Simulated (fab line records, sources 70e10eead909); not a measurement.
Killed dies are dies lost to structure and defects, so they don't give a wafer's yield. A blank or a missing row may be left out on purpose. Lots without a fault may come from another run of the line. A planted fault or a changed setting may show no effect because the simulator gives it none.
fab line records | flow nand_harc | part 1 of 2: steps 1 to 4 of 6
record lots=24 wafers=72 last_day=34
route steps=1302 shown A_CONTACT@1056 A_BLC@1125
lots that met no fault: from a run of the same line without faults
start_h: hours from the record's first day to the start of the lot's first wafer shown | wait_h: hours since the lot's step before | " the same as in the row above | L1.1+2: a row that stands for several wafers | - no value, or no start given | * or withheld: withheld | < > ~ a bound
route shown NAME@n: a module of which the file shows steps, and the number in the route of the first | usual: mean/standard deviation of fault-free wafers | same: alike in all rows | chamber/n: place in a boat | sites: the reading at each site | _std_site: their standard deviation | _edge_site: outer sites' mean less inner sites' | radius_mm: how far each site lies from the wafer's centre | mask NAME#n: copy n | behind: the tool/chamber that last shaped the wafer | hold: why the lot was held/for how many hours/how that ended | device: the transistor (n, p or np) that didn't switch | end of line: the same wafers' tests at the end of the route | a step without rows: its recipe alone | killed: dies lost to structure and defects at the first sort, not the wafer's yield | map: a wafer's dies, x killed, . not, _ none there
set.NAME: the setting as run; set.NAME@STEP: as run at that earlier step | model.NAME: the simulator's own value behind a step, which no gauge read
steps of the route over a sample of lots; a table a step, a row a wafer
services: from which hour (start_h, from the record's first day; less than 0 if before it) a tool's chamber was out of use, for how many hours, and why
## steps
# step NHARC_A_CONTACT_ETCH_133
# recipe source_w=withheld pressure_mtorr=20 bias_v=400 time_s=374 target_depth_a=16100 ar_flow_sccm=withheld c4f8_flow_sccm=11.5 o2_flow_sccm=7.2 chemistry=C4F8/O2/Ar
# columns lot.wafer tool chamber start_h wait_h rf_hours_counter_h
L074.1 har_cap_etch-02 1 509.66 0.2 86
L074.3 " 0 " " -
L074.5 " 1 " " -
L075.2 har_cap_etch-02 0 519.73 0.1 88
L075.1 " 1 " " 88
L075.4 " 0 " " -
L077.1 har_cap_etch-03 1 526.12 0.2 47
L077.6 " 0 " " -
L077.5 " 1 " " -
L076.1 har_cap_etch-01 1 534.06 0.2 5
L076.4 " 1 " " -
L076.5 " 0 " " -
L079.2 har_cap_etch-01 1 559.03 0.1 9
L079.1 " 0 " " 9
L079.6 " 0 " " -
L081.3 har_cap_etch-02 1 563.14 0.3 -
L081.4 " 0 " " -
L081.5 " 1 " " -
L078.3 har_cap_etch-03 0 566.50 0.3 -
L078.5 " 1 " " -
L078.6 " 0 " " -
L080.3 har_cap_etch-02 0 570.65 0.4 -
L080.6 " 1 " " -
L080.5 " 0 " " -
L083.1 har_cap_etch-01 1 594.00 0.1 16
L083.6 " 1 " " -
L083.5 " 0 " " -
L082.2 har_cap_etch-03 1 594.85 0.2 61
L082.1 " 0 " " 61
L082.3 " 0 " " -
L085.2 har_cap_etch-02 1 600.78 0.1 102
L085.4 " 1 " " -
L085.6 " 0 " " -
L084.3 har_cap_etch-03 0 604.59 0.2 -
L084.4 " 1 " " -
L084.6 " 0 " " -
L086.2 har_cap_etch-01 0 635.50 0.1 20
L086.1 " 1 " " 20
L086.4 " 0 " " -
L088.1 har_cap_etch-03 0 651.01 0.1 69
L088.5 " 0 " " -
L088.6 " 1 " " -
L089.1 har_cap_etch-01 1 652.58 0.1 24
L089.2 " 0 " " 24
L089.6 " 1 " " -
L087.1 har_cap_etch-02 0 656.91 0.2 112
L087.5 " 1 " " -
L087.6 " 0 " " -
L090.2 har_cap_etch-03 0 659.78 0.2 71
L090.4 " 1 " " -
L090.6 " 1 " " -
L091.2 har_cap_etch-01 1 679.44 0.2 29
L091.1 " 0 " " 29
L091.4 " 0 " " -
L093.2 har_cap_etch-03 1 692.48 0.1 77
L093.3 " 0 " " -
L093.5 " 0 " " -
L092.4 har_cap_etch-02 0 696.61 0.2 -
L092.3 " 1 " " -
L092.5 " 1 " " -
L094.2 har_cap_etch-02 1 709.09 0.1 123
L094.3 " 1 " " -
L094.4 " 0 " " -
L095.1 har_cap_etch-03 0 710.96 0.1 81
L095.2 " 1 " " 81
L095.3 " 1 " " -
L096.1 har_cap_etch-01 0 731.05 0.1 37
L096.2 " 1 " " 37
L096.5 " 0 " " -
L097.2 har_cap_etch-02 0 746.87 0.1 129
L097.4 " 0 " " -
L097.6 " 1 " " -
# step NHARC_A_CONTACT_CD_MEAS_80
# usual cd_nm=289.5/0.79
# columns lot.wafer tool chamber start_h wait_h cd_nm
L074.1 cd_sem-01 - 510.59 - 288.9
L074.3 " - " " 288.6
L074.5 " - " " 289.0
L075.1 cd_sem-01 - 520.73 - 289.4
L075.2 " - " " 289.2
L075.4 " - " " 288.5
L077.1 cd_sem-03 - 527.06 - 288.6
L077.5 " - " " 289.0
L077.6 " - " " 289.2
L076.1 cd_sem-01 - 535.30 - 289.4
L076.4 " - " " 289.2
L076.5 " - " " 289.6
L079.1 cd_sem-01 - 560.03 - 289.4
L079.2 " - " " 289.6
L079.6 " - " " 289.2
L081.3 cd_sem-01 - 564.10 - 290.1
L081.4 " - " " 290.2
L081.5 " - " " 289.6
L078.3 cd_sem-01 - 567.33 - 290.1
L078.5 " - " " 290.3
L078.6 " - " " 290.0
L080.3 cd_sem-01 - 571.52 - 289.4
L080.5 " - " " 289.0
L080.6 " - " " 289.3
L083.1 cd_sem-02 - 595.00 - 289.0
L083.5 " - " " 288.5
L083.6 " - " " 288.0
L082.1 cd_sem-02 - 595.85 - 289.3
L082.2 " - " " 289.1
L082.3 " - " " 289.0
L085.2 cd_sem-01 - 601.79 - 288.5
L085.4 " - " " 288.7
L085.6 " - " " 289.0
L084.3 cd_sem-02 - 605.45 - 290.9
L084.4 " - " " 290.1
L084.6 " - " " 290.5
L086.1 cd_sem-01 - 636.50 - 290.5
L086.2 " - " " 290.3
L086.4 " - " " 290.6
L088.1 cd_sem-01 - 652.02 - 290.3
L088.5 " - " " 290.8
L088.6 " - " " 290.1
L089.1 cd_sem-02 - 653.58 - 288.5
L089.2 " - " " 288.4
L089.6 " - " " 288.7
L087.1 cd_sem-03 - 658.16 - 288.0
L087.5 " - " " 287.9
L087.6 " - " " 288.1
L090.2 cd_sem-01 - 660.71 - 288.6
L090.4 " - " " 288.5
L090.6 " - " " 288.2
L091.1 cd_sem-03 - 680.45 - 291.2
L091.2 " - " " 290.7
L091.4 " - " " 290.8
L093.2 cd_sem-03 - 693.48 - 290.5
L093.3 " - " " 290.1
L093.5 " - " " 290.5
L092.3 cd_sem-03 - 697.48 - 290.6
L092.4 " - " " 290.1
L092.5 " - " " 290.3
L094.2 cd_sem-02 - 710.09 - 288.9
L094.3 " - " " 289.3
L094.4 " - " " 289.4
L095.1 cd_sem-01 - 711.96 - 289.0
L095.2 " - " " 288.8
L095.3 " - " " 289.0
L096.1 cd_sem-03 - 732.05 - 290.1
L096.2 " - " " 290.4
L096.5 " - " " 290.3
L097.2 cd_sem-02 - 750.77 - 290.4
L097.4 " - " " 290.4
L097.6 " - " " 290.6
# step NHARC_A_CONTACT_ETCH_106
# recipe target_depth_a=900 overetch_a=90 time_s=49.5 ion_energy_ev=100 cf4_flow_sccm=80 o2_flow_sccm=20 ar_flow_sccm=0 rf_w=300 bias_w=100 chemistry=CF4/O2
# usual cf4_flow_sccm=79.99/0.24 drypump_motor_current_A=5.7/0.54 mfc_ar_sccm=0.006/0.0089 oes_product_au=1.000/0.0074 rf_vpp_V=197.7/1.8 showerhead_plenum_p_Torr=1.34/0.078 throttle_valve_pct=13.398/0.0086
# columns lot.wafer tool chamber start_h wait_h cf4_flow_sccm drypump_motor_current_A mfc_ar_sccm oes_product_au rf_hours_counter_h rf_vpp_V showerhead_plenum_p_Torr throttle_valve_pct
L074.3 rie_diel-03 2 510.88 0.1 79.83 6.0 0.015 0.996 6 196.1 1.24 13.389
L074.1 " 3 " " 80.15 6.2 0 1.005 5 198.6 1.33 13.392
L074.5 " 2 " " 79.79 6.1 0.015 1.006 - 195.5 1.23 13.403
L075.4 rie_diel-04 3 521.03 0.1 79.82 5.9 0 1.004 49 199.7 1.43 13.396
L075.1 " 0 " " 80.06 5.7 0.029 1.020 49 194.7 1.29 13.405
L075.2 " 1 " " 79.97 4.8 0 1.012 47 199.8 1.42 13.393
L077.1 rie_diel-03 2 527.35 0.1 79.73 6.0 0.015 1.008 9 194.2 1.23 13.393
L077.6 " 1 " " 80.21 6.7 0 1.001 - 198.0 1.26 13.399
L077.5 " 2 " " 79.94 6.0 0.015 0.988 - 195.1 1.23 13.396
L076.1 rie_diel-03 0 535.60 0.1 80.05 5.1 0.013 1.001 12 199.7 1.44 13.405
L076.4 " 1 " " 80.36 6.7 0 1.004 12 196.3 1.26 13.403
L076.5 " 0 " " 79.77 5.1 0.013 0.998 - 200.9 1.44 13.388
L079.1 rie_diel-08 1 560.33 0.1 80.16 6.0 0 1.000 1 200.4 1.43 13.386
L079.2 " 2 " " 79.75 5.2 0.016 0.999 1 196.0 1.26 13.387
L079.6 " 1 " " 80.11 6.0 0 1.002 - 199.6 1.43 13.386
L081.4 rie_diel-04 0 564.40 0.1 80.10 5.7 0.029 0.999 10 197.3 1.28 13.390
L081.3 " 1 " " 79.84 4.8 0 0.991 10 199.9 1.42 13.414
L081.5 " 0 " " 79.94 5.7 0.029 1.005 - 195.7 1.28 13.408
L078.3 rie_diel-08 3 567.89 0.1 79.91 5.2 0 0.994 3 198.1 1.33 13.404
L078.6 " 2 " " 79.97 5.2 0.016 1.000 - 196.1 1.26 13.383
L078.5 " 3 " " 80.50 5.3 0 0.995 - 197.5 1.33 13.397
L080.3 rie_diel-04 2 571.82 0.1 79.77 5.6 0 0.995 8 197.5 1.31 13.388
L080.6 " 3 " " 79.98 5.9 0 0.997 - 197.7 1.43 13.385
L080.5 " 0 " " 79.98 5.7 0.029 0.998 - 195.4 1.28 13.401
L083.1 rie_diel-03 1 595.31 0.1 79.95 6.7 0 1.017 22 195.5 1.26 13.389
L083.5 " 3 " " 80.07 6.2 0 1.006 - 198.3 1.32 13.389
L083.6 " 0 " " 80.07 5.1 0.013 1.006 - 200.4 1.44 13.398
L082.3 rie_diel-08 2 596.16 0.0 79.84 5.2 0.016 0.992 13 196.0 1.26 13.396
L082.2 " 3 " " 80.20 5.2 0 0.995 11 198.2 1.32 13.400
L082.1 " 1 " " 80.21 6.0 0 0.995 12 199.4 1.43 13.410
L085.2 rie_diel-08 0 602.08 0.1 79.97 5.4 0 0.986 10 195.8 1.26 13.408
L085.4 " 2 " " 79.68 5.2 0.016 1.010 14 196.4 1.26 13.394
L085.6 " 0 " " 80.15 5.4 0 0.997 - 196.9 1.26 13.408
L084.4 rie_diel-04 1 605.80 0.1 80.22 4.8 0 0.994 24 198.9 1.41 13.403
L084.3 " 3 " " 79.82 5.9 0 1.005 21 199.3 1.43 13.395
L084.6 " 0 " " 80.08 5.7 0.029 1.013 - 196.2 1.28 13.397
L086.4 rie_diel-04 3 636.98 0.1 80.12 5.9 0 1.004 30 199.4 1.43 13.410
L086.2 " 0 " " 80.34 5.7 0.029 0.999 33 197.2 1.28 13.400
L086.1 " 1 " " 79.55 4.8 0 1.003 33 199.5 1.41 13.392
L088.1 rie_diel-03 2 652.32 0.1 79.43 6.1 0.015 1.005 0 200.4 1.45 13.403
L088.6 " 3 " " 79.34 6.2 0 1.007 - 196.9 1.32 13.390
L088.5 " 0 " " 80.33 5.1 0.013 1.009 - 198.7 1.44 13.402
L089.2 rie_diel-04 2 653.87 0.1 79.49 5.5 0 0.992 36 197.4 1.30 13.384
L089.1 " 1 " " 79.69 4.9 0 0.993 39 198.5 1.41 13.397
L089.6 " 2 " " 79.95 5.5 0 0.998 - 196.6 1.30 13.405
L087.1 rie_diel-03 2 658.47 0.1 79.93 6.1 0.015 0.995 2 200.3 1.45 13.398
L087.5 " 0 " " 79.54 5.1 0.013 1.017 - 200.1 1.44 13.386
L087.6 " 1 " " 79.63 6.7 0 1.005 - 196.7 1.25 13.409
L090.4 rie_diel-04 3 661.01 0.1 79.95 5.8 0 0.996 37 200.3 1.42 13.412
L090.2 " 1 " " 80.07 4.8 0 0.998 40 199.1 1.41 13.398
L090.6 " 3 " " 80.08 5.9 0 1.002 - 201.7 1.42 13.409
L091.4 rie_diel-03 1 680.74 0.1 80.12 6.7 0 0.993 7 196.0 1.25 13.393
L091.1 " 3 " " 80.21 6.2 0 1.002 5 198.6 1.32 13.399
L091.2 " 0 " " 79.97 5.1 0.013 0.998 6 199.3 1.44 13.394
L093.2 rie_diel-08 3 693.78 0.1 79.69 5.3 0 1.001 46 197.0 1.32 13.389
L093.3 " 1 " " 80.16 6.0 0 1.003 44 199.4 1.42 13.402
L093.5 " 2 " " 80.08 5.2 0.016 1.014 - 196.3 1.25 13.399
L092.3 rie_diel-03 1 697.77 0.1 79.98 6.7 0 0.988 8 197.1 1.25 13.416
L092.4 " 3 " " 80.07 6.2 0 1.000 7 196.1 1.32 13.402
L092.5 " 1 " " 79.71 6.7 0 1.000 - 194.8 1.25 13.407
L094.2 rie_diel-03 1 710.40 0.1 79.58 6.7 0 0.998 11 196.0 1.25 13.407
L094.4 " 2 " " 79.76 6.0 0.015 0.986 11 200.4 1.44 13.403
L094.3 " 0 " " 80.16 5.1 0.013 0.996 10 200.1 1.44 13.393
L095.1 rie_diel-03 0 712.25 0.1 80.09 5.1 0.013 0.991 10 200.3 1.44 13.405
L095.3 " 1 " " 80.28 6.7 0 0.996 11 194.1 1.25 13.402
L095.2 " 3 " " 80.03 6.2 0 0.999 10 197.3 1.32 13.393
L096.2 rie_diel-08 0 732.34 0.0 79.95 5.4 0 0.991 0 195.4 1.25 13.389
L096.1 " 1 " " 79.93 6.0 0 1.005 0 199.7 1.42 13.406
L096.5 " 1 " " 79.97 6.0 0 1.009 - 199.4 1.42 13.403
L097.2 rie_diel-03 1 751.12 0.1 79.80 6.7 0 0.995 17 194.3 1.25 13.401
L097.4 " 2 " " 80.16 6.0 0.015 0.996 18 199.8 1.44 13.395
L097.6 " 1 " " 79.65 6.7 0 0.993 - 195.3 1.25 13.392
# step NHARC_A_CONTACT_INSPECT_23
# usual raw_defect_count=511/150
# columns lot.wafer tool chamber start_h wait_h raw_defect_count
L074.1 defect_inspect-02 - 520.22 0.1 367
L074.3 " - " " 490
L074.5 " - " " 486
L075.1 defect_inspect-02 - 530.03 0.1 985
L075.2 " - " " 607
L075.4 " - " " 547
L077.1 defect_inspect-01 - 537.21 0.1 415
L077.5 " - " " 464
L077.6 " - " " 481
L076.1 defect_inspect-01 - 546.71 0.1 312
L076.4 " - " " 341
L076.5 " - " " 311
L079.1 defect_inspect-02 - 572.46 0.1 423
L079.2 " - " " 299
L079.6 " - " " 354
L081.3 defect_inspect-01 - 577.95 0.1 526
L081.4 " - " " 726
L081.5 " - " " 669
L078.3 defect_inspect-01 - 580.43 0.1 466
L078.5 " - " " 408
L078.6 " - " " 517
L080.3 defect_inspect-02 - 585.91 0.1 291
L080.5 " - " " 301
L080.6 " - " " 301
L083.1 defect_inspect-02 - 605.44 0.1 535
L083.5 " - " " 688
L083.6 " - " " 559
L082.1 defect_inspect-02 - 608.98 0.1 897
L082.2 " - " " 844
L082.3 " - " " 598
L085.2 defect_inspect-02 - 611.08 0.1 279
L085.4 " - " " 459
L085.6 " - " " 477
L084.3 defect_inspect-02 - 614.97 0.1 427
L084.4 " - " " 475
L084.6 " - " " 391
L086.1 defect_inspect-01 - 648.20 0.1 383
L086.2 " - " " 455
L086.4 " - " " 422
L088.1 defect_inspect-02 - 662.88 0.1 347
L088.5 " - " " 344
L088.6 " - " " 332
L089.1 defect_inspect-02 - 664.95 0.1 450
L089.2 " - " " 553
L089.6 " - " " 509
L087.1 defect_inspect-01 - 669.07 0.1 683
L087.5 " - " " 479
L087.6 " - " " 958
L090.2 defect_inspect-01 - 670.24 0.1 535
L090.4 " - " " 688
L090.6 " - " " 572
L091.1 defect_inspect-01 - 690.40 0.1 534
L091.2 " - " " 492
L091.4 " - " " 639
L093.2 defect_inspect-01 - 704.47 0.1 577
L093.3 " - " " 453
L093.5 " - " " 439
L092.3 defect_inspect-01 - 706.87 0.1 618
L092.4 " - " " 754
L092.5 " - " " 563
L094.2 defect_inspect-01 - 720.14 0.1 494
L094.3 " - " " 533
L094.4 " - " " 608
L095.1 defect_inspect-02 - 721.31 0.1 502
L095.2 " - " " 358
L095.3 " - " " 539
L096.1 defect_inspect-02 - 741.32 0.1 716
L096.2 " - " " 723
L096.5 " - " " 1020
L097.2 defect_inspect-01 - 760.54 0.1 514
L097.4 " - " " 354
L097.6 " - " " 511
